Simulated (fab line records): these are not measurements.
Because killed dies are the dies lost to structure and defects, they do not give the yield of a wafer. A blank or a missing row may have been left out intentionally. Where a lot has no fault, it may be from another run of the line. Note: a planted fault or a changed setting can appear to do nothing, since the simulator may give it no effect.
Which tool is to blame? | flow nand-harc | at 1 step of a route of 1159, 12 lots with 36 wafers sampled

WHAT EACH GAUGE READ, for each wafer
NHARC_A_CONTACT_OVL_MEAS_70.
lot  | measured     | on         | overlay-x-nm (nm)
L076 | day 17 01:37 | overlay-02 | 0.4 0.1 -0.4
L077 | day 17 20:31 | overlay-01 | -0.5 -0.4 -0.6
L078 | day 18 02:10 | overlay-01 | 0.4 -0.3 -0.2
L081 | day 18 18:13 | overlay-01 | 0.2 0.0 0.3
L083 | day 19 01:23 | overlay-02 | 0.5 0.5 0.4
L087 | day 19 13:32 | overlay-01 | -0.5 -0.8 -0.1
L086 | day 19 19:12 | overlay-02 | 2.0 1.4 1.8
L089 | day 20 05:07 | overlay-01 | 0.5 0.5 0.7
L091 | day 20 10:50 | overlay-01 | 1.2 1.4 1.3
L093 | day 21 08:08 | overlay-02 | 0.1 0.3 0.0
L095 | day 21 13:08 | overlay-01 | 0.0 0.4 0.3
L097 | day 22 21:26 | overlay-02 | 0.5 0.6 0.7

EACH LOT AND THE TOOL THAT RAN IT (in order: tool; ch and the chambers of the sampled wafers; start)
The record shows no process step preceding these readings.

THE ANSWER, worked out from the rows above alone
Rule: the usual values come from the lots themselves. The widest of any qualifying gaps counts: lots, ordered by their means at a reading, are off when they make up no more than a third of the lots, leave a main group of 4 or more, and stand apart from it by 3 or more times the standard deviation of that group's means. A main group whose means are all the same, to the digits that the tables above print for the reading, isn't used. Also off: a lot with no number at a reading for which 4 or more lots have one. The other lots that the step has rows for count as sound.
Nothing can be told from this: no lot is off at any reading shown.

WHAT THE SIMULATOR HAD PUT IN
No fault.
